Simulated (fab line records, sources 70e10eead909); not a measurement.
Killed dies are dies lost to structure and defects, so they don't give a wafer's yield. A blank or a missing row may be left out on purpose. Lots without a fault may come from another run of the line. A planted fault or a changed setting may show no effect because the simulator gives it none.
Which tool did it? | flow nand_harc | 6 lots, 18 wafers sampled, at 2 steps of a route of 1159

WHAT THE GAUGES READ, wafer by wafer
NHARC_P_ZERO_WELL_CD_MEAS_52: target cd 2000 nm.
lot  | measured    | on        | cd_nm (nm)
L974 | day 1 23:47 | cd_sem-01 | 2003.7 2001.2 2000.4
L976 | day 2 11:55 | cd_sem-03 | 1997.2 1998.2 1999.6
L978 | day 2 23:40 | cd_sem-01 | - - -
L990 | day 5 23:52 | cd_sem-01 | 1999.8 1999.4 2001.3
L993 | day 6 17:44 | cd_sem-01 | 2000.4 1998.7 2001.5
L995 | day 7 05:38 | cd_sem-02 | 2001.5 1999.4 1999.3

WHICH TOOL RAN EACH LOT (tool, then ch and the chambers of the sampled wafers, then the start)
lot  | NHARC_P_ZERO_WELL_EXPOSE_49
L974 | krf_scanner-03 ch 0, day 1 23:38
L976 | krf_scanner-03 ch 0, day 2 11:46
L978 | krf_scanner-01 ch 0, day 2 23:31
L990 | krf_scanner-03 ch 0, day 5 23:43
L993 | krf_scanner-01 ch 0, day 6 17:35
L995 | krf_scanner-03 ch 0, day 7 05:29
- NHARC_P_ZERO_WELL_EXPOSE_49: exposes mask P HVPW, target cd 2000 nm.

THE ANSWER, worked out from the rows above alone
Rule: what is usual is taken from the lots themselves. Put in order of their means at a reading, lots are off if they are a third of the lots or fewer, leave a main group of 4 or more, and stand apart from it by a gap of 3 or more times the standard deviation of the main group's means; of several such gaps the widest counts. A main group whose means are all the same, to the digits that the tables above print for the reading, isn't used. A lot without any number at a reading at which 4 lots or more have one is off too. The other lots that the step has rows for count as sound.
Off: L978, at NHARC_P_ZERO_WELL_CD_MEAS_52 (cd_nm). Without a number there: L978. The main group: mean 2000.1 nm, standard deviation 1.1.
A tool fits if, at a process step before that reading, it ran every lot that is off, and no sound lot after the first of them. The gauges at NHARC_P_ZERO_WELL_CD_MEAS_52 are tried like those tools. None of those tried fits.

WHAT THE SIMULATOR HAD PUT IN
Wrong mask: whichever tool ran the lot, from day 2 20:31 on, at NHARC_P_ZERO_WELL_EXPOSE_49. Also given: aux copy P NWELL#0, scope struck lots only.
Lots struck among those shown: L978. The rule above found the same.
